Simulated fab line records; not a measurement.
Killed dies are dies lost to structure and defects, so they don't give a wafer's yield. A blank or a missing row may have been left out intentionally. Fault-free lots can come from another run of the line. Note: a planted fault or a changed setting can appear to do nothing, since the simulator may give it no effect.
Split-lot trial ; flow n5_finfet ; 21 wafers read across 7 lots, on a route 1938 steps long

== ABOUT THE SPLIT ==
At N5_MIM_BOT_ETCH_ETCH_04 (etches SiNx in CF4/O2, target depth 26 nm, time 13 s), the setting source_w was moved away from the recipe's 535 W on 8 of the 21 wafers read, by -16.3% to +10.6%. All remaining wafers had this setting at the recipe value.

Reading taken at the split's own step.

== THE READING ==
rf_vpp_V, in V, at N5_MIM_BOT_ETCH_ETCH_04 (etches SiNx in CF4/O2, target depth 26 nm, time 13 s). Typical for fault-free wafers on this fab line: 244 V, with standard deviation 4 V.

wafer;tool, chamber at the split;source_w as run, W;against the recipe;rf_vpp_V, V;against lot-mates on the recipe
L078.1;rie_diel-05, 2;462.1;-13.6%;263;+16
L078.3;rie_diel-05, 1;462.1;-13.6%;265;+18
L078.4;rie_diel-05, 1;535;recipe;247;-
L079.2;rie_diel-05, 3;450.9;-15.7%;264;+23
L079.5;rie_diel-05, 1;450.9;-15.7%;267;+26
L079.6;rie_diel-05, 3;535;recipe;241;-
L081.3;rie_diel-02, 0;591.7;+10.6%;233;-14
L081.5;rie_diel-02, 3;535;recipe;248;-
L081.6;rie_diel-02, 0;535;recipe;245;-
L083.3;rie_diel-05, 0;535;recipe;247;-
L083.4;rie_diel-05, 2;591.5;+10.6%;230;-17
L083.5;rie_diel-05, 3;591.5;+10.6%;230;-17
L085.3;rie_diel-05, 0;535;recipe;246;-
L085.4;rie_diel-05, 1;535;recipe;246;-
L085.5;rie_diel-05, 3;447.6;-16.3%;266;+20
L090.1;rie_diel-02, 1;535;recipe;239;-
L090.3;rie_diel-02, 0;535;recipe;247;-
L090.4;rie_diel-02, 2;535;recipe;248;-
L095.4;rie_diel-02, 0;535;recipe;246;-
L095.5;rie_diel-02, 2;535;recipe;247;-
L095.6;rie_diel-02, 1;535;recipe;238;-

THE FIT
A straight line over all 21 wafers: rf_vpp_V changes by -1.33 V for each +1% of source_w; r = -0.97; the points scatter about the line by 2.8 V.
The same after taking each lot's own level away (the mean of its wafers on the recipe; 21 wafers): -1.41 V for each +1%; r = -0.97; scatter 2.8 V.
The reading moves by 23 V for the largest change in source_w, on that fit.
The span of the lots' own levels, 241.0 to 247.0 V, comes to 1.5 times the standard deviation stated above.
Hence the lot-to-lot level has little effect on the slope; both slopes agree.
Check: with one of the wafers moved furthest among these (-16.3%) left out of the fit, the line predicts +23.5 V for it against its lot-mates. Against them it came out at +20 V.
Tool readings at the split's step, against how far the setting was moved: rf_vpp_V r = -0.97.

== FURTHER SPLITS ON THESE WAFERS ==
Other splits were also applied to these wafers ahead of the reading. Each is held against what the fit with the lots' levels taken away leaves over:
other split on the same wafers;wafers away from the commonest value;r with rf_vpp_V (lot level and that fit taken away)
N5_BEOL_M15_PEB_26 peb_temp_c;3;-0.02
N5_BEOL_M15_ETCH_61 bias_w;8;+0.33

== THE WHOLE CHAIN: every reading that the file lists as answering this split, in the file's order ==
step;what it does;reading;change (the file's fit);r (the file's)
N5_MIM_BOT_ETCH_ETCH_04;etches SiNx in CF4/O2, target depth 26 nm, time 13 s;rf_vpp_V;-1.38 V for each +1% of the setting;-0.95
N5_MIM_BOT_ETCH_ETCH_04;etches SiNx in CF4/O2, target depth 26 nm, time 13 s;etch.depth_nm (the simulator's own value, which no gauge read);+0.235 nm for each +1% of the setting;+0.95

== FILE'S OWN FIT ==
rf_vpp_V changes by -1.38 V for each +1% of source_w, r = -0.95.
